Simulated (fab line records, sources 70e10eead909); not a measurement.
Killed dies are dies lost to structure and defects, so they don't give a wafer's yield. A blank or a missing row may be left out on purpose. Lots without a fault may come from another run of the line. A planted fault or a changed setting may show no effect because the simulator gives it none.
A struck lot beside a sound one | flow nand_harc | 15 steps out of a route of 1302
Sound: wafers L662.1, L662.3, L662.5. Struck: wafers L663.3, L663.4. The cause comes at the end.
At each step with rows: each side's tool, then ch and its chambers, then its first start. Under that, the readings that differ: sound wafers | struck wafers | difference of the means | sigmas: that difference in standard deviations of wafers without a fault.
alike: readings whose means differ by less than 2 such deviations, and words and numbers that are the same on both sides. not compared: withheld readings, readings that some wafer has no value for, bounds like >300 that may hide the same value, and numbers for which the record gives no deviation and whose values overlap.
The two part at a step that has a row with sigmas, a row that says differs or no value, or rows on one side only. Numbers that don't overlap but have no deviation are shown without sigmas and don't part them. A reading that every wafer of one side lacks parts them only if that side has two wafers or more.

NHARC_A_BLC_INSPECT_12:
  sound on defect_inspect-02, day 23 18:00; struck on defect_inspect-01, day 24 16:07
  alike: raw_defect_count
NHARC_A_BLC_DESCUM_15: chemistry O2, time 3 s.
  sound on rie_diel-11 ch 2,3, day 23 18:04; struck on rie_diel-10 ch 1,2, day 24 16:11
  alike: drypump_motor_current_A, oes_product_au, rf_vpp_V, showerhead_plenum_p_Torr, throttle_valve_pct
  not compared: rf_hours_counter_h
then, 1 step without rows for these wafers: NHARC_A_BLC_ETCH_16 (etches the open film in CF4, target depth 39 nm, time 65 s).
NHARC_A_BLC_ETCH_17: etches the open film in N2/H2, target depth 390 nm, time 609.38 s.
  sound on rie_diel-11 ch 2,3; struck on rie_diel-10 ch 1,3
  reading                     | sound       | struck  | difference | sigmas
  drypump_motor_current_A (A) | 6.5 6.3 6.5 | 5.1 5.0 | -1.4       | -2
  alike: oes_product_au, rf_vpp_V, showerhead_plenum_p_Torr, throttle_valve_pct
  not compared: rf_hours_counter_h
then, 1 step without rows for these wafers: NHARC_A_BLC_ETCH_18 (etches the open film in C4F8/O2/Ar, target depth 910 nm).
NHARC_A_BLC_CD_MEAS_19:
  sound on cd_sem-02, day 23 19:06; struck on cd_sem-03, day 24 17:08
  alike: cd_nm
NHARC_A_BLC_STRIP_29: strips in CF4.
  sound on rie_diel-10 ch 0,2, day 23 19:10; struck on rie_diel-11 ch 2,3, day 24 17:13
  alike: drypump_motor_current_A, oes_product_au, rf_vpp_V, showerhead_plenum_p_Torr, throttle_valve_pct
  not compared: rf_hours_counter_h
then, 4 steps without rows for these wafers: NHARC_A_BLC_STRIP_21 (strips in O2); NHARC_A_BLC_STRIP_22 (strips in post etch residue remover, time 600 s); NHARC_A_BLC_DEGAS_30 (time 60 s); NHARC_A_BLC_PRE_CLEAN_31 (time 15 s).
NHARC_A_BLC_PVD_32: deposits Ti, target thk 5 nm, time 17.7 s.
  sound on pvd_sputter-02; struck on pvd_sputter-03
  alike: throttle_valve_pct
NHARC_A_BLC_ALD_23: deposits TiN, target thk 3 nm, pulse time 1 s, ald cycles 150.
  sound on ald_metal-01 ch 0,1, day 23 19:58; struck on ald_metal-01 ch 3, day 24 18:02
  reading            | sound         | struck  | difference | sigmas
  ald_cycles         | 150 150 150   | 71 71   | -79        |
  heater_power_w (W) | 1163 956 1156 | 917 878 | -194       | -2
  alike: precursor_pulse_height_rel
NHARC_A_BLC_CVD_24: deposits W, target thk 150 nm, time 434 s.
  sound on cvd_w-02 ch 1; struck on cvd_w-01 ch 0,1
  reading                | sound       | struck  | difference | sigmas
  throttle_valve_pct (%) | 8.5 8.7 8.5 | 7.8 8.0 | -0.7       | -2
  alike: heater_power_w
NHARC_END_SORT_01:
  the record has rows for the struck wafers here (prober-02 ch 0, day 26 14:07) and none for the sound ones

WHERE THEY PART
First at NHARC_A_BLC_ETCH_17; last, within this record, at NHARC_END_SORT_01.

WHY: what the simulator had put in
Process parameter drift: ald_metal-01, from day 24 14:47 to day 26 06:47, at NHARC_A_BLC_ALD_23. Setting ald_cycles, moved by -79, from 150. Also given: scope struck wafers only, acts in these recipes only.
